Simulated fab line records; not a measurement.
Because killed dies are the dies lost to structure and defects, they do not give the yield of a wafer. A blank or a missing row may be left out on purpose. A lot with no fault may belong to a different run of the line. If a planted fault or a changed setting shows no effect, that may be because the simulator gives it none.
Matching of chambers + flow n5_finfet + N5_BEOL_M4_ILD_DEP_00 on pecvd-01: 3 sister chambers
The step deposits SiOC from DEMS/O2, target thk 79 nm, time 15.3 s. 15 wafers are shown with their chamber, then 7 later ones without.

== EACH WAFER AND ITS CHAMBER ==
| wafer  | chamber | throttle_valve_pct (%) | heater_power_w (W) | showerhead_plenum_p_Torr (Torr) |
|--------|---------|------------------------|--------------------|---------------------------------|
| L307.1 | 2       | 12.0                   | 380                | 5.709                           |
| L307.4 | 0       | 12.0                   | 417                | 5.714                           |
| L307.6 | 1       | 12.9                   | 440                | 5.700                           |
| L308.3 | 1       | 13.3                   | 530                | 5.705                           |
| L308.4 | 0       | 12.2                   | 426                | 5.712                           |
| L308.5 | 2       | 12.0                   | 457                | 5.688                           |
| L309.2 | 1       | 13.1                   | 425                | 5.714                           |
| L309.3 | 0       | 12.4                   | 425                | 5.688                           |
| L309.6 | 0       | 11.8                   | 433                | 5.709                           |
| L313.1 | 1       | 13.1                   | 439                | 5.685                           |
| L313.2 | 0       | 12.2                   | 435                | 5.699                           |
| L313.6 | 2       | 12.2                   | 467                | 5.691                           |
| L320.3 | 0       | 12.4                   | 400                | 5.713                           |
| L320.5 | 1       | 12.8                   | 513                | 5.691                           |
| L322.1 | 2       | 12.0                   | 372                | 5.704                           |

SIGNATURES (averages over the wafers above)
| reading                  | chamber 0 | chamber 1 | chamber 2 | scatter within a chamber |
|--------------------------|-----------|-----------|-----------|--------------------------|
| throttle_valve_pct       | 12.167    | 13.040    | 12.050    | 0.195                    |
| heater_power_w           | 422.67    | 469.40    | 419.00    | 38.3                     |
| showerhead_plenum_p_Torr | 5.70583   | 5.69900   | 5.69800   | 0.0106                   |
Rule: for a wafer and a chamber, the distance is found by dividing, reading by reading, the gap between the wafer's reading and the chamber's mean by the reading's scatter, squaring, summing and taking the root. If the next closest chamber is less than 2 further off than the closest, the wafer can't be placed; otherwise it belongs to the closest. The scatter is the square root of a quotient: the sum, over the shown wafers, of each reading's squared deviation from its chamber's mean, divided by wafers minus chambers.

== WAFERS WHOSE CHAMBER IS MISSING ==
| wafer  | throttle_valve_pct (%) | heater_power_w (W) | showerhead_plenum_p_Torr (Torr) |
|--------|------------------------|--------------------|---------------------------------|
| L322.4 | 12.2                   | 397                | 5.713                           |
| L322.5 | 12.1                   | 398                | 5.719                           |
| L321.1 | 12.8                   | 524                | 5.691                           |
| L321.4 | 12.9                   | 429                | 5.701                           |
| L321.6 | 12.1                   | 448                | 5.717                           |
| L323.3 | 12.1                   | 426                | 5.718                           |
| L323.6 | 12.1                   | 436                | 5.717                           |

== WHICH CHAMBER EACH ONE RAN IN ==
| wafer  | from the rows above     | in truth |
|--------|-------------------------|----------|
| L322.4 | can't be placed: 0 or 2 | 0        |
| L322.5 | can't be placed: 0 or 2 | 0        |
| L321.1 | 1                       | 1        |
| L321.4 | 1                       | 1        |
| L321.6 | can't be placed: 0 or 2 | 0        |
| L323.3 | can't be placed: 0 or 2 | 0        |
| L323.6 | can't be placed: 0 or 2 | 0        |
Placed correctly: 2 of 7. Not placeable from these rows: 5 (in 5, the candidates include the true chamber). Placed wrongly: 0.
